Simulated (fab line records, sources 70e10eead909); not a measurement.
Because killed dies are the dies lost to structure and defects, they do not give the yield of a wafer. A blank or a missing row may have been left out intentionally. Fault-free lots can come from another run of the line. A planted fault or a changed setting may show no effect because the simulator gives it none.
Which tool was responsible? :: flow nand_harc :: Sampling: 13 lots, 39 wafers, 5 of 1302 route steps

WHAT EACH GAUGE READ, for each wafer
NHARC_P_GATE_OVL_MEAS_27. Usual: overlay_x_nm 0.1 nm, standard deviation 0.8; overlay_y_nm 0.1 nm, standard deviation 0.83.
lot: L158
measured: day 5 05:26
on: overlay-02
overlay_x_nm (nm): 2.0 2.1 1.3
overlay_y_nm (nm): -0.1 -0.2 -0.3
flag: 

lot: L159
measured: day 5 10:58
on: overlay-01
overlay_x_nm (nm): 1.3 1.1 0.7
overlay_y_nm (nm): -0.3 -0.6 -0.8
flag: 

lot: L163
measured: day 6 23:34
on: overlay-02
overlay_x_nm (nm): 1.1 1.1 1.0
overlay_y_nm (nm): -0.8 -0.5 -0.3
flag: 

lot: L162
measured: day 6 23:43
on: overlay-01
overlay_x_nm (nm): -0.7 -0.3 -0.2
overlay_y_nm (nm): 0.4 0.4 0.3
flag: 

lot: L164
measured: day 7 21:05
on: overlay-02
overlay_x_nm (nm): -0.6 -0.6 -0.9
overlay_y_nm (nm): -0.2 0.0 -0.1
flag: 

lot: L165
measured: day 8 04:22
on: overlay-01
overlay_x_nm (nm): -0.4 -0.7 -0.6
overlay_y_nm (nm): 0.4 0.6 0.8
flag: 

lot: L167
measured: day 8 18:14
on: overlay-01
overlay_x_nm (nm): 1.8 1.6 1.4
overlay_y_nm (nm): 0.0 0.6 0.2
flag: 

lot: L174
measured: day 11 15:49
on: overlay-02
overlay_x_nm (nm): 0.0 -0.1 -0.3
overlay_y_nm (nm): -0.5 -0.2 -0.6
flag: 

lot: L177
measured: day 12 19:59
on: overlay-02
overlay_x_nm (nm): 0.3 0.2 0.5
overlay_y_nm (nm): 0.6 -0.2 0.6
flag: 

lot: L178
measured: day 13 07:51
on: overlay-02
overlay_x_nm (nm): 0.1 0.0 -0.3
overlay_y_nm (nm): -1.7 -0.5 -1.5
flag: 

lot: L179
measured: day 13 21:52
on: overlay-02
overlay_x_nm (nm): -0.8 -1.3 -0.7
overlay_y_nm (nm): -1.3 -0.8 -0.6
flag: 

lot: L180
measured: day 13 22:11
on: overlay-02
overlay_x_nm (nm): 1.0 1.7 1.3
overlay_y_nm (nm): 0.7 0.7 0.6
flag: 

lot: L181
measured: day 14 11:53
on: overlay-02
overlay_x_nm (nm): -0.1 0.1 -0.5
overlay_y_nm (nm): 0.7 0.7 0.6
flag: 

NHARC_P_GATE_INSPECT_28. Usual: raw_defect_count 6.0, standard deviation 2.7.
lot: L158
measured: day 5 05:28
on: defect_inspect-02
raw_defect_count: 5 3 11
flag: 

lot: L159
measured: day 5 11:00
on: defect_inspect-01
raw_defect_count: 6 3 3
flag: 

lot: L163
measured: day 6 23:36
on: defect_inspect-01
raw_defect_count: 13 10 6
flag: 

lot: L162
measured: day 6 23:45
on: defect_inspect-01
raw_defect_count: 4 4 4
flag: 

lot: L164
measured: day 7 21:08
on: defect_inspect-01
raw_defect_count: 4 5 6
flag: 

lot: L165
measured: day 8 04:24
on: defect_inspect-02
raw_defect_count: 10 5 6
flag: 

lot: L167
measured: day 8 18:16
on: defect_inspect-01
raw_defect_count: 7 6 1
flag: 

lot: L174
measured: day 11 15:51
on: defect_inspect-02
raw_defect_count: 3 4 7
flag: 

lot: L177
measured: day 12 20:02
on: defect_inspect-02
raw_defect_count: 2 6 4
flag: 

lot: L178
measured: day 13 07:53
on: defect_inspect-01
raw_defect_count: 9 5 6
flag: 

lot: L179
measured: day 13 21:53
on: defect_inspect-02
raw_defect_count: 6 6 8
flag: 

lot: L180
measured: day 13 22:13
on: defect_inspect-02
raw_defect_count: 5 5 7
flag: 

lot: L181
measured: day 14 11:55
on: defect_inspect-02
raw_defect_count: 3 9 7
flag: 

NHARC_P_GATE_CD_MEAS_46 targets a cd of 720 nm. Usual: cd_nm 720.5 nm, standard deviation 1.8.
lot: L158
measured: day 5 17:17
on: cd_sem-02
cd_nm (nm): 719.5 720.0 722.0
flag: 

lot: L159
measured: day 5 22:40
on: cd_sem-03
cd_nm (nm): 723.2 718.2 721.5
flag: 

lot: L163
measured: day 7 11:29
on: cd_sem-03
cd_nm (nm): 719.2 720.7 720.3
flag: 

lot: L162
measured: day 7 11:40
on: cd_sem-03
cd_nm (nm): 720.4 718.2 719.6
flag: 

lot: L164
measured: day 8 09:01
on: cd_sem-03
cd_nm (nm): 720.9 720.6 720.2
flag: 

lot: L165
measured: day 8 16:13
on: cd_sem-02
cd_nm (nm): 720.2 720.7 721.2
flag: 

lot: L167
measured: day 9 06:12
on: cd_sem-02
cd_nm (nm): - - -
flag: OFF

lot: L174
measured: day 12 03:41
on: cd_sem-02
cd_nm (nm): 719.4 721.8 720.9
flag: 

lot: L177
measured: day 13 07:46
on: cd_sem-03
cd_nm (nm): 720.5 723.0 722.9
flag: 

lot: L178
measured: day 13 19:38
on: cd_sem-03
cd_nm (nm): 720.2 720.4 720.9
flag: 

lot: L179
measured: day 14 11:53
on: cd_sem-03
cd_nm (nm): 720.2 717.6 718.7
flag: 

lot: L180
measured: day 14 10:04
on: cd_sem-03
cd_nm (nm): 719.8 719.5 720.4
flag: 

lot: L181
measured: day 14 23:52
on: cd_sem-02
cd_nm (nm): 717.2 717.8 720.4
flag: 

EACH LOT AND THE TOOL THAT RAN IT (in order: tool; ch and the chambers of the sampled wafers; start)
lot: L158
NHARC_P_GATE_ETCH_32: rie_si-01 ch 0,1,3, day 5 05:59
NHARC_P_GATE_EXPOSE_43: krf_scanner-03 ch 0, day 5 17:07

lot: L159
NHARC_P_GATE_ETCH_32: rie_si-03 ch 2,3, day 5 11:32
NHARC_P_GATE_EXPOSE_43: krf_scanner-03 ch 0, day 5 22:31

lot: L163
NHARC_P_GATE_ETCH_32: rie_si-01 ch 0,2,3, day 7 00:13
NHARC_P_GATE_EXPOSE_43: krf_scanner-01 ch 0, day 7 11:20

lot: L162
NHARC_P_GATE_ETCH_32: rie_si-02 ch 0,3, day 7 00:17
NHARC_P_GATE_EXPOSE_43: krf_scanner-02 ch 0, day 7 11:31

lot: L164
NHARC_P_GATE_ETCH_32: rie_si-03 ch 1,2,3, day 7 21:41
NHARC_P_GATE_EXPOSE_43: krf_scanner-03 ch 0, day 8 08:51

lot: L165
NHARC_P_GATE_ETCH_32: rie_si-02 ch 0,1,3, day 8 04:55
NHARC_P_GATE_EXPOSE_43: krf_scanner-01 ch 0, day 8 16:04

lot: L167
NHARC_P_GATE_ETCH_32: rie_si-03 ch 0,1,3, day 8 18:53
NHARC_P_GATE_EXPOSE_43: krf_scanner-01 ch 0, day 9 06:03

lot: L174
NHARC_P_GATE_ETCH_32: rie_si-02 ch 2,3, day 11 16:23
NHARC_P_GATE_EXPOSE_43: krf_scanner-01 ch 0, day 12 03:32

lot: L177
NHARC_P_GATE_ETCH_32: rie_si-03 ch 0,2,3, day 12 20:35
NHARC_P_GATE_EXPOSE_43: krf_scanner-01 ch 0, day 13 07:37

lot: L178
NHARC_P_GATE_ETCH_32: rie_si-03 ch 1,2,3, day 13 08:27
NHARC_P_GATE_EXPOSE_43: krf_scanner-01 ch 0, day 13 19:29

lot: L179
NHARC_P_GATE_ETCH_32: rie_si-03 ch 0,1, day 13 22:25
NHARC_P_GATE_EXPOSE_43: krf_scanner-01 ch 0, day 14 11:43

lot: L180
NHARC_P_GATE_ETCH_32: rie_si-01 ch 1,2,3, day 13 22:46
NHARC_P_GATE_EXPOSE_43: krf_scanner-02 ch 0, day 14 09:55

lot: L181
NHARC_P_GATE_ETCH_32: rie_si-02 ch 0,1,2, day 14 12:31
NHARC_P_GATE_EXPOSE_43: krf_scanner-02 ch 0, day 14 23:43
- NHARC_P_GATE_ETCH_32: etches the open film in HBr/Cl2, target depth 150 nm, time 100.1 s.
- NHARC_P_GATE_EXPOSE_43: exposes mask P NSD, target cd 720 nm.

WHAT THE TOOLS THEMSELVES READ (means of the sampled wafers that have a number; where no wafer has one, the mark that the record gives instead)
NHARC_P_GATE_ETCH_32. Usual: drypump_motor_current_A 5.9 A, standard deviation 0.44; oes_product_au 0.997 a.u., standard deviation 0.0091; throttle_valve_pct 26.406 %, standard deviation 0.0087.
lot: L158
tool: rie_si-01
drypump_motor_current_A (A): 6.3
oes_product_au (a.u.): 1.004
throttle_valve_pct (%): 26.414
flag: 

lot: L159
tool: rie_si-03
drypump_motor_current_A (A): 5.6
oes_product_au (a.u.): 1.004
throttle_valve_pct (%): 26.402
flag: 

lot: L163
tool: rie_si-01
drypump_motor_current_A (A): 6.5
oes_product_au (a.u.): 1.004
throttle_valve_pct (%): 26.396
flag: 

lot: L162
tool: rie_si-02
drypump_motor_current_A (A): 6.2
oes_product_au (a.u.): 0.997
throttle_valve_pct (%): 26.396
flag: 

lot: L164
tool: rie_si-03
drypump_motor_current_A (A): 5.7
oes_product_au (a.u.): 1.001
throttle_valve_pct (%): 26.402
flag: 

lot: L165
tool: rie_si-02
drypump_motor_current_A (A): 5.9
oes_product_au (a.u.): 0.987
throttle_valve_pct (%): 26.415
flag: 

lot: L167
tool: rie_si-03
drypump_motor_current_A (A): 6.0
oes_product_au (a.u.): 1.002
throttle_valve_pct (%): 26.419
flag: 

lot: L174
tool: rie_si-02
drypump_motor_current_A (A): 5.6
oes_product_au (a.u.): 1.001
throttle_valve_pct (%): 26.406
flag: 

lot: L177
tool: rie_si-03
drypump_motor_current_A (A): 5.9
oes_product_au (a.u.): 0.999
throttle_valve_pct (%): 26.400
flag: 

lot: L178
tool: rie_si-03
drypump_motor_current_A (A): 5.7
oes_product_au (a.u.): 1.004
throttle_valve_pct (%): 26.401
flag: 

lot: L179
tool: rie_si-03
drypump_motor_current_A (A): 6.1
oes_product_au (a.u.): 0.994
throttle_valve_pct (%): 26.404
flag: 

lot: L180
tool: rie_si-01
drypump_motor_current_A (A): 6.2
oes_product_au (a.u.): 0.997
throttle_valve_pct (%): 26.398
flag: 

lot: L181
tool: rie_si-02
drypump_motor_current_A (A): 5.6
oes_product_au (a.u.): 0.992
throttle_valve_pct (%): 26.406
flag: 

THE ANSWER, worked out from the rows above alone
Rule: lot off if the mean of its wafers having a number is beyond 3 standard deviations from the usual mean. A lot without any number at a reading at which 4 lots or more have one is off too. The other lots that the step has rows for count as sound. Order of review: gauges by route order, followed by the tools' own readings, for which a lot's mean as printed above is used. The first step at which some lot is off is used, and at that step the reading that is off furthest; a lot without a number counts as furthest.
Off, at NHARC_P_GATE_CD_MEAS_46 on cd_nm: L167. Without a number there: L167.
A tool fits if, at a process step before that reading, it ran every lot that is off, and no sound lot after the first of them. Those tools and the gauges at NHARC_P_GATE_CD_MEAS_46 are tried in the same way. No candidate that was tried fits.

WHAT HAD BEEN PUT IN BY THE SIMULATOR
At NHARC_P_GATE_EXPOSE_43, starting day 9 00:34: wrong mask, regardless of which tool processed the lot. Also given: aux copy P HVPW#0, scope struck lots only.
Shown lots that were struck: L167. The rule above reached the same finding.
